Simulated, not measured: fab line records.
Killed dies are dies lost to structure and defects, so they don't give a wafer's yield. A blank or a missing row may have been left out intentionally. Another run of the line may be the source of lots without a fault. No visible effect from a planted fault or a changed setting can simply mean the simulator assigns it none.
Chamber matching / flow nand_harc / NHARC_A_CHANNEL_HOLE_D1_DEP_01 on pecvd-01: 3 sister chambers
The step deposits SiON, target thk 140 nm. 14 wafers are shown with their chamber, then 7 later ones without.

## WAFERS, EACH WITH ITS CHAMBER
wafer=L837.2; chamber=0; heater_power_w (W)=861; rf_fwd_power_W (W)=347.4
wafer=L837.3; chamber=1; heater_power_w (W)=743; rf_fwd_power_W (W)=347.7
wafer=L837.6; chamber=1; heater_power_w (W)=731; rf_fwd_power_W (W)=345.9
wafer=L842.2; chamber=0; heater_power_w (W)=835; rf_fwd_power_W (W)=348.3
wafer=L842.3; chamber=2; heater_power_w (W)=798; rf_fwd_power_W (W)=347.7
wafer=L842.6; chamber=2; heater_power_w (W)=811; rf_fwd_power_W (W)=347.3
wafer=L840.3; chamber=0; heater_power_w (W)=827; rf_fwd_power_W (W)=348.7
wafer=L840.4; chamber=0; heater_power_w (W)=820; rf_fwd_power_W (W)=347.8
wafer=L840.5; chamber=2; heater_power_w (W)=831; rf_fwd_power_W (W)=346.4
wafer=L843.1; chamber=0; heater_power_w (W)=736; rf_fwd_power_W (W)=348.8
wafer=L843.3; chamber=2; heater_power_w (W)=801; rf_fwd_power_W (W)=349.4
wafer=L843.5; chamber=0; heater_power_w (W)=747; rf_fwd_power_W (W)=347.7
wafer=L856.2; chamber=1; heater_power_w (W)=697; rf_fwd_power_W (W)=351.1
wafer=L856.3; chamber=0; heater_power_w (W)=797; rf_fwd_power_W (W)=347.6

SIGNATURES (means of the wafers above)
reading=heater_power_w; chamber 0=803.29; chamber 1=723.67; chamber 2=810.25; scatter within a chamber=36.6
reading=rf_fwd_power_W; chamber 0=348.043; chamber 1=348.233; chamber 2=347.700; scatter within a chamber=1.37
Rule: distance of a wafer from a chamber = root of the sum over the readings of ((wafer's reading minus chamber's mean) / reading's scatter) squared. If the next closest chamber is less than 2 further off than the closest, the wafer can't be placed; otherwise it belongs to the closest. The scatter: take each reading less its chamber's mean, square it, sum over the shown wafers, divide by the number of wafers less the number of chambers, and take the root.

## WAFERS WITHOUT THEIR CHAMBER
wafer=L856.4; heater_power_w (W)=737; rf_fwd_power_W (W)=349.1
wafer=L858.2; heater_power_w (W)=739; rf_fwd_power_W (W)=349.6
wafer=L858.4; heater_power_w (W)=748; rf_fwd_power_W (W)=349.7
wafer=L858.5; heater_power_w (W)=758; rf_fwd_power_W (W)=349.1
wafer=L860.1; heater_power_w (W)=688; rf_fwd_power_W (W)=349.6
wafer=L860.2; heater_power_w (W)=663; rf_fwd_power_W (W)=347.7
wafer=L860.3; heater_power_w (W)=808; rf_fwd_power_W (W)=348.9

## WHICH CHAMBER EACH WENT THROUGH
wafer=L856.4; from the rows above=can't be placed: 1 or 0 or 2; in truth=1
wafer=L858.2; from the rows above=can't be placed: 1 or 0 or 2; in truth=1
wafer=L858.4; from the rows above=can't be placed: 1 or 0 or 2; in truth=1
wafer=L858.5; from the rows above=can't be placed: 1 or 0 or 2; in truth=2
wafer=L860.1; from the rows above=can't be placed: 1 or 0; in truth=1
wafer=L860.2; from the rows above=1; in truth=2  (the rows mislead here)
wafer=L860.3; from the rows above=can't be placed: 0 or 2 or 1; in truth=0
0 of 7 placed correctly. Unplaceable from these rows: 6, with the true chamber sitting among the candidates in 6. Wrongly placed: 1.
